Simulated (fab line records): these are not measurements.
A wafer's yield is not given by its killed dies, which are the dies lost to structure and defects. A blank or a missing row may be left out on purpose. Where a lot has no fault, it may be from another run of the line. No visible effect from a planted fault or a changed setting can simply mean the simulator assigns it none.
Split-lot study ; flow n5-finfet ; 21 wafers read from 7 lots, route of 1938 steps

## ON THE SPLIT
At N5_MOL_CONTACT_COAG_VIA_ETCH_117 (etches SiO2 in C4F6/O2, target depth 40 nm, overetch 8 nm, time 26 s), the setting bias-w was moved away from the recipe's 455 W on 8 of the 21 wafers read, by -15.3% to +16.6%. This setting was run at the recipe's value on the other wafers.

Reading taken at the split's own step.

## THE READING
rf-vpp-V, in V, at N5_MOL_CONTACT_COAG_VIA_ETCH_117 (etches SiO2 in C4F6/O2, target depth 40 nm, overetch 8 nm, time 26 s). A value of 1572 V with a standard deviation of 26 V is what fault-free wafers of this fab line usually give.

wafer;tool, chamber at the split;bias-w as run, W;against the recipe;rf-vpp-V, V;against lot-mates on the recipe
L074.2;rie-diel-06, 2;455;recipe;1582;-
L074.4;rie-diel-06, 0;478.6;+5.2%;1566;-10
L074.6;rie-diel-06, 3;455;recipe;1570;-
L075.2;rie-diel-06, 1;455;recipe;1618;-
L075.4;rie-diel-06, 2;395.3;-13.1%;1422;-196
L075.6;rie-diel-06, 1;455;recipe;1619;-
L082.3;rie-diel-01, 2;530.4;+16.6%;1798;no lot-mate on the recipe
L082.4;rie-diel-01, 3;530.4;+16.6%;1759;no lot-mate on the recipe
L082.6;rie-diel-01, 0;530.4;+16.6%;1743;no lot-mate on the recipe
L084.3;rie-diel-06, 0;455;recipe;1531;-
L084.4;rie-diel-06, 1;455;recipe;1617;-
L084.6;rie-diel-06, 1;385.2;-15.3%;1429;-145
L086.1;rie-diel-01, 1;455;recipe;1564;-
L086.2;rie-diel-01, 3;455;recipe;1568;-
L086.6;rie-diel-01, 1;455;recipe;1563;-
L093.1;rie-diel-06, 0;455;recipe;1532;-
L093.2;rie-diel-06, 1;455;recipe;1615;-
L093.4;rie-diel-06, 3;527;+15.8%;1749;+176
L095.1;rie-diel-06, 1;512.4;+12.6%;1763;+194
L095.4;rie-diel-06, 3;455;recipe;1569;-
L095.6;rie-diel-06, 3;455;recipe;1569;-

FIT RESULTS
A straight line over all 21 wafers: rf-vpp-V changes by +11.2 V for each +1% of bias-w; r = +0.95; the points scatter about the line by 33 V.
The same after taking each lot's own level away (the mean of its wafers on the recipe; 18 wafers): +11.8 V for each +1%; r = +0.93; scatter 33 V.
The reading moves by 2e+02 V for the largest change in bias-w, on that fit.
The span of the lots' own levels, 1565.0 to 1618.5 V, comes to 2.1 times the standard deviation stated above.
So the lot-to-lot level changes the slope little: the two slopes agree.
Check: for one of the wafers moved furthest among these (+15.8%), held out of the fit, the line's prediction against its lot-mates is +190 V. Against them it came out at +176 V.
Tool readings at the split's step, against how far the setting was moved: rf-vpp-V r = +0.95.

## THE OTHER SPLITS THESE WAFERS WENT THROUGH
Note: prior to the reading, these wafers also went through further splits. Each is held against what the fit with the lots' levels taken away leaves over:
other split on the same wafers;wafers away from the commonest value;r with rf-vpp-V (lot level and that fit taken away)
N5_MOL_CONTACT_COAG_COAT_34 spin-rpm;6;+0.13

## THE FILE'S OWN FIT
rf-vpp-V changes by +11.8 V for each +1% of bias-w, r = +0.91.
